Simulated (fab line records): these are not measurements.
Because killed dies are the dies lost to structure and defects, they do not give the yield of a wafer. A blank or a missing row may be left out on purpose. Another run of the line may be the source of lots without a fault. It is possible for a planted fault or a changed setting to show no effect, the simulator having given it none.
Which tool was responsible? ; flow n5Finfet ; 60 wafers from 20 lots sampled at 5 of the route's 1938 steps

## WHAT EACH GAUGE READ, for each wafer
N5_BEOL_M0_SAQP_INSPECT_42: inspects for defects (brightfield). Usual: rawDefectCount 326, standard deviation 92.
lot;measured;on;rawDefectCount;flag
L074;day 5 15:47;defectInspect-02;297 329 232;
L075;day 5 20:56;defectInspect-02;238 406 242;
L076;day 6 06:25;defectInspect-01;221 330 203;
L077;day 6 08:31;defectInspect-02;274 287 222;
L078;day 6 16:52;defectInspect-02;327 323 228;
L079;day 6 23:09;defectInspect-02;417 386 489;
L082;day 7 14:15;defectInspect-02;289 229 276;
L084;day 8 01:11;defectInspect-01;262 495 354;
L085;day 8 09:46;defectInspect-02;424 447 309;
L086;day 8 18:46;defectInspect-02;319 449 327;
L087;day 9 03:53;defectInspect-02;403 389 476;
L088;day 9 05:01;defectInspect-02;250 500 429;
L090;day 10 01:49;defectInspect-01;272 352 321;
L092;day 10 04:15;defectInspect-01;383 200 315;
L091;day 10 04:51;defectInspect-01;331 354 471;
L093;day 10 09:21;defectInspect-02;366 305 266;
L094;day 10 12:22;defectInspect-02;321 303 281;
L095;day 10 22:34;defectInspect-01;306 332 192;
L096;day 11 08:47;defectInspect-02;396 287 455;
L097;day 11 09:17;defectInspect-02;283 279 280;

## WHAT TOOL EACH LOT RAN ON (gives the tool, then ch and the chambers of the sampled wafers, and finally the start)
lot;N5_BEOL_M0_SAQP_ETCH_83;N5_BEOL_M0_SAQP_RECESS_109;N5_BEOL_M0_SAQP_SPACER2_ETCHBACK_27;N5_BEOL_M0_SAQP_MANDREL2_REMOVE_110
L074;rieDiel-06 ch 0,3, day 5 11:50;vaporEtch-01 ch 0,1, day 5 14:24;rieDiel-06 ch 2,3, day 5 15:12;rieSi-06 ch 0,1,3, day 5 15:17
L075;rieDiel-05 ch 0,2,3, day 5 16:50;vaporEtch-02 ch 0,1, day 5 19:31;rieDiel-03 ch 1,2,3, day 5 20:20;rieSi-05 ch 0,2, day 5 20:26
L076;rieDiel-05 ch 0,1,3, day 6 02:11;vaporEtch-01 ch 0,1, day 6 05:08;rieDiel-06 ch 0,1, day 6 05:49;rieSi-06 ch 0,1,3, day 6 05:54
L077;rieDiel-06 ch 0,2,3, day 6 04:16;vaporEtch-01 ch 0,1, day 6 07:07;rieDiel-06 ch 1,2,3, day 6 07:49;rieSi-05 ch 0,1,3, day 6 07:53
L078;rieDiel-06 ch 0,3, day 6 12:32;vaporEtch-02 ch 0,1, day 6 14:56;rieDiel-05 ch 1,2, day 6 16:09;rieSi-02 ch 0,1,2, day 6 16:14
L079;rieDiel-03 ch 0,3, day 6 19:02;vaporEtch-01 ch 0,1, day 6 21:54;rieDiel-03 ch 2,3, day 6 22:34;rieSi-05 ch 2,3, day 6 22:38
L082;rieDiel-03 ch 1,2, day 7 10:26;vaporEtch-02 ch 1, day 7 12:57;rieDiel-05 ch 1,2, day 7 13:39;rieSi-06 ch 0,3, day 7 13:44
L084;rieDiel-03 ch 0,1,3, day 7 21:16;vaporEtch-01 ch 0,1, day 7 23:46;rieDiel-03 ch 1,3, day 8 00:28;rieSi-05 ch 0,1,3, day 8 00:33
L085;rieDiel-05 ch 1,2,3, day 8 05:47;vaporEtch-01 ch 0,1, day 8 08:16;rieDiel-06 ch 0,2,3, day 8 09:02;rieSi-05 ch 0,1,3, day 8 09:08
L086;rieDiel-03 ch 0,2,3, day 8 11:23;vaporEtch-02 ch 0,1, day 8 17:28;rieDiel-03 ch 0,1,2, day 8 18:10;rieSi-05 ch 0,2,3, day 8 18:16
L087;rieDiel-05 ch 1,2,3, day 8 18:20;vaporEtch-02 ch 0,1, day 9 02:13;rieDiel-05 ch 2,3, day 9 03:17;rieSi-02 ch 2,3, day 9 03:22
L088;rieDiel-05 ch 0,2,3, day 9 00:26;vaporEtch-01 ch 0,1, day 9 03:16;rieDiel-03 ch 0,2,3, day 9 04:26;rieSi-05 ch 0,1,3, day 9 04:31
L090;rieDiel-05 ch 0,1,2, day 9 22:00;vaporEtch-02 ch 0,1, day 10 00:23;rieDiel-05 ch 0,2, day 10 01:05;rieSi-06 ch 1,3, day 10 01:10
L092;rieDiel-03 ch 1,3, day 10 00:06;vaporEtch-02 ch 0,1, day 10 02:30;rieDiel-03 ch 0,1, day 10 03:30;rieSi-05 ch 0,1, day 10 03:37
L091;rieDiel-03 ch 0,1,3, day 10 00:26;vaporEtch-02 ch 0,1, day 10 03:08;rieDiel-03 ch 0,1, day 10 04:08;rieSi-05 ch 0,3, day 10 04:13
L093;rieDiel-03 ch 0,1, day 10 04:54;vaporEtch-02 ch 0,1, day 10 08:04;rieDiel-06 ch 0,1,2, day 10 08:46;rieSi-02 ch 2,3, day 10 08:51
L094;rieDiel-06 ch 0,1,3, day 10 08:13;vaporEtch-02 ch 0,1, day 10 10:57;rieDiel-03 ch 0,1,2, day 10 11:38;rieSi-05 ch 0,1,3, day 10 11:44
L095;rieDiel-05 ch 1,3, day 10 18:45;vaporEtch-01 ch 0,1, day 10 21:10;rieDiel-06 ch 0,1,3, day 10 21:51;rieSi-02 ch 1,2,3, day 10 21:56
L096;rieDiel-03 ch 1,2,3, day 11 04:40;vaporEtch-01 ch 0,1, day 11 07:20;rieDiel-05 ch 1,2, day 11 08:04;rieSi-02 ch 0,2, day 11 08:10
L097;rieDiel-06 ch 0,1, day 11 05:14;vaporEtch-02 ch 0,1, day 11 07:52;rieDiel-06 ch 0,3, day 11 08:34;rieSi-06 ch 1,2, day 11 08:38
- N5_BEOL_M0_SAQP_ETCH_83: etches SiARC in CF4, target depth 39 nm, time 65 s.
- N5_BEOL_M0_SAQP_RECESS_109: chemistry HF/NH3, target SiO2, target depth 3 nm, afs cycles 1, sublimation time 60 s.
- N5_BEOL_M0_SAQP_SPACER2_ETCHBACK_27: etches SiO2 in CHF3/O2, target depth 22.5 nm, time 11.25 s.
- N5_BEOL_M0_SAQP_MANDREL2_REMOVE_110: chemistry HBr/Cl2/O2, target a-Si, stops on SiCN, bt time 10 s.

## WHAT THE TOOLS THEMSELVES READ (means of the sampled wafers that have a number; where no wafer has one, the mark that the record gives instead)
N5_BEOL_M0_SAQP_ETCH_83. Usual: drypumpMotorCurrentA 5.5 A, standard deviation 0.44; etchRfOnTimeS 65.4 s, standard deviation 1.1; oesProductAu 0.66 a.u., standard deviation 0.067; rfFwdPowerW 538.5 W, standard deviation 2.2; rfVppV 184.1 V, standard deviation 1.1; showerheadPlenumPTorr 2.16 Torr, standard deviation 0.063; throttleValvePct 15.67 %, standard deviation 0.2.
lot;tool;drypumpMotorCurrentA (A);etchRfOnTimeS (s);oesProductAu (a.u.);rfFwdPowerW (W);rfVppV (V);showerheadPlenumPTorr (Torr);throttleValvePct (%);flag
L074;rieDiel-06;6.4;63.6;0.76;539.6;184.0;2.15;15.48;
L075;rieDiel-05;5.6;65.9;0.63;537.3;184.1;2.17;15.63;
L076;rieDiel-05;5.4;64.6;0.64;538.9;183.6;2.14;15.67;
L077;rieDiel-06;6.0;65.3;0.71;541.1;183.6;2.11;15.68;
L078;rieDiel-06;6.3;64.0;0.74;539.3;184.5;2.15;15.50;
L079;rieDiel-03;5.2;65.4;0.69;539.8;184.7;2.18;15.51;
L082;rieDiel-03;4.9;65.4;0.60;533.2;182.9;2.15;15.59;
L084;rieDiel-03;5.2;65.7;0.64;538.6;184.5;2.20;15.59;
L085;rieDiel-05;5.7;65.8;0.60;538.0;183.3;2.12;15.87;
L086;rieDiel-03;5.1;65.8;0.71;539.4;184.3;2.16;15.39;
L087;rieDiel-05;5.7;65.6;0.60;539.5;184.3;2.12;15.88;
L088;rieDiel-05;5.6;65.4;0.62;537.7;183.9;2.16;15.68;
L090;rieDiel-05;5.6;66.1;0.68;537.1;184.4;2.18;15.66;
L092;rieDiel-03;5.2;66.4;0.63;537.7;184.6;2.19;15.64;
L091;rieDiel-03;5.2;66.2;0.63;540.4;184.9;2.19;15.63;
L093;rieDiel-03;5.2;67.2;0.59;538.4;184.7;2.21;15.69;
L094;rieDiel-06;5.9;64.1;0.70;537.7;183.9;2.14;15.63;
L095;rieDiel-05;5.5;65.5;0.68;538.3;184.6;2.24;15.63;
L096;rieDiel-03;5.0;65.7;0.69;535.8;184.0;2.16;15.44;
L097;rieDiel-06;5.4;64.8;0.69;538.3;183.7;2.13;15.73;

N5_BEOL_M0_SAQP_RECESS_109. Usual: drypumpMotorCurrentA 5.8 A, standard deviation 0.32.
lot;tool;drypumpMotorCurrentA (A);flag
L074;vaporEtch-01;5.8;
L075;vaporEtch-02;5.7;
L076;vaporEtch-01;5.8;
L077;vaporEtch-01;6.0;
L078;vaporEtch-02;5.5;
L079;vaporEtch-01;5.8;
L082;vaporEtch-02;5.8;
L084;vaporEtch-01;6.1;
L085;vaporEtch-01;6.0;
L086;vaporEtch-02;5.7;
L087;vaporEtch-02;5.7;
L088;vaporEtch-01;5.8;
L090;vaporEtch-02;5.5;
L092;vaporEtch-02;5.5;
L091;vaporEtch-02;5.7;
L093;vaporEtch-02;5.5;
L094;vaporEtch-02;5.6;
L095;vaporEtch-01;5.8;
L096;vaporEtch-01;5.8;
L097;vaporEtch-02;5.5;

N5_BEOL_M0_SAQP_SPACER2_ETCHBACK_27. Usual: drypumpMotorCurrentA 5.5 A, standard deviation 0.47; oes_o_777_au 0.77 a.u., standard deviation 0.077; oesProductAu 0.78 a.u., standard deviation 0.083; rfFwdPowerW 645.7 W, standard deviation 2.5; rfVppV 524 V, standard deviation 5.9; showerheadPlenumPTorr 2.42 Torr, standard deviation 0.072; throttleValvePct 18.95 %, standard deviation 0.2.
lot;tool;drypumpMotorCurrentA (A);oes_o_777_au (a.u.);oesProductAu (a.u.);rfFwdPowerW (W);rfVppV (V);showerheadPlenumPTorr (Torr);throttleValvePct (%);flag
L074;rieDiel-06;6.4;0.87;0.88;644.1;527;2.42;18.86;
L075;rieDiel-03;5.0;0.76;0.76;646.7;520;2.44;18.82;
L076;rieDiel-06;5.4;0.81;0.80;648.7;520;2.37;19.04;
L077;rieDiel-06;6.0;0.85;0.85;643.1;528;2.42;18.95;
L078;rieDiel-05;5.9;0.70;0.70;644.3;523;2.35;19.22;
L079;rieDiel-03;5.0;0.80;0.80;647.0;518;2.42;18.79;
L082;rieDiel-05;5.9;0.69;0.70;646.5;524;2.35;19.23;
L084;rieDiel-03;5.1;0.76;0.76;643.8;519;2.47;18.90;
L085;rieDiel-06;6.0;0.80;0.80;647.9;523;2.37;19.03;
L086;rieDiel-03;5.1;0.79;0.78;644.1;526;2.45;18.75;
L087;rieDiel-05;5.8;0.70;0.70;647.0;523;2.41;19.12;
L088;rieDiel-03;5.1;0.82;0.83;645.6;526;2.43;18.71;
L090;rieDiel-05;5.8;0.69;0.70;644.7;521;2.39;19.07;
L092;rieDiel-03;5.3;0.70;0.70;646.0;529;2.48;18.92;
L091;rieDiel-03;5.3;0.70;0.69;646.9;529;2.48;18.93;
L093;rieDiel-06;5.5;0.77;0.77;647.1;524;2.36;19.14;
L094;rieDiel-03;5.1;0.77;0.77;644.2;526;2.45;18.77;
L095;rieDiel-06;5.9;0.81;0.82;646.3;525;2.40;18.96;
L096;rieDiel-05;5.7;0.92;0.94;643.6;529;2.50;18.90;
L097;rieDiel-06;6.4;0.81;0.83;649.3;524;2.41;18.90;

N5_BEOL_M0_SAQP_MANDREL2_REMOVE_110. Usual: drypumpMotorCurrentA 5.5 A, standard deviation 0.46; oes_o_777_au 1.01 a.u., standard deviation 0.03; oesProductAu 1.000 a.u., standard deviation 0.017; rfFwdPowerW 596.5 W, standard deviation 2.1; throttleValvePct 36.60 %, standard deviation 0.19.
lot;tool;drypumpMotorCurrentA (A);oes_o_777_au (a.u.);oesProductAu (a.u.);rfFwdPowerW (W);throttleValvePct (%);flag
L074;rieSi-06;5.4;1.01;0.979;597.4;36.65;
L075;rieSi-05;5.4;1.04;1.003;594.2;36.86;
L076;rieSi-06;5.3;1.02;0.991;596.4;36.65;
L077;rieSi-05;5.2;1.01;1.011;595.2;36.61;
L078;rieSi-02;5.7;0.99;0.999;595.7;36.50;
L079;rieSi-05;5.8;1.03;1.012;597.5;36.72;
L082;rieSi-06;5.5;1.03;0.996;597.2;36.57;
L084;rieSi-05;5.2;1.01;1.013;594.7;36.62;
L085;rieSi-05;5.2;1.01;1.012;596.9;36.61;
L086;rieSi-05;5.5;1.03;1.006;595.8;36.69;
L087;rieSi-02;5.4;0.94;0.982;595.9;36.35;
L088;rieSi-05;5.2;1.01;1.006;595.5;36.61;
L090;rieSi-06;5.4;1.00;0.977;596.6;36.73;
L092;rieSi-05;5.1;1.03;1.007;597.1;36.77;
L091;rieSi-05;5.3;1.01;1.012;599.6;36.54;
L093;rieSi-02;5.4;0.95;0.984;598.6;36.35;
L094;rieSi-05;5.2;1.01;1.011;596.4;36.62;
L095;rieSi-02;5.7;0.96;0.982;596.0;36.45;
L096;rieSi-02;5.9;0.98;1.000;597.2;36.43;
L097;rieSi-06;5.6;1.02;1.001;596.9;36.38;

## THE ANSWER, worked out from the rows above alone
Rule: a lot counts as off when the mean over its wafers that have a number is more than 3 standard deviations away from the usual mean. Also off: a lot with no number at a reading for which 4 or more lots have one. The other lots that the step has rows for count as sound. Order of review: gauges by route order, followed by the tools' own readings, for which a lot's mean as printed above is used. At the first step where some lot is off, the reading lying furthest off is the one used; lots without a number count as furthest.
Nothing can be told from this: no lot is off at any reading shown.

## WHAT THE SIMULATOR PUT IN
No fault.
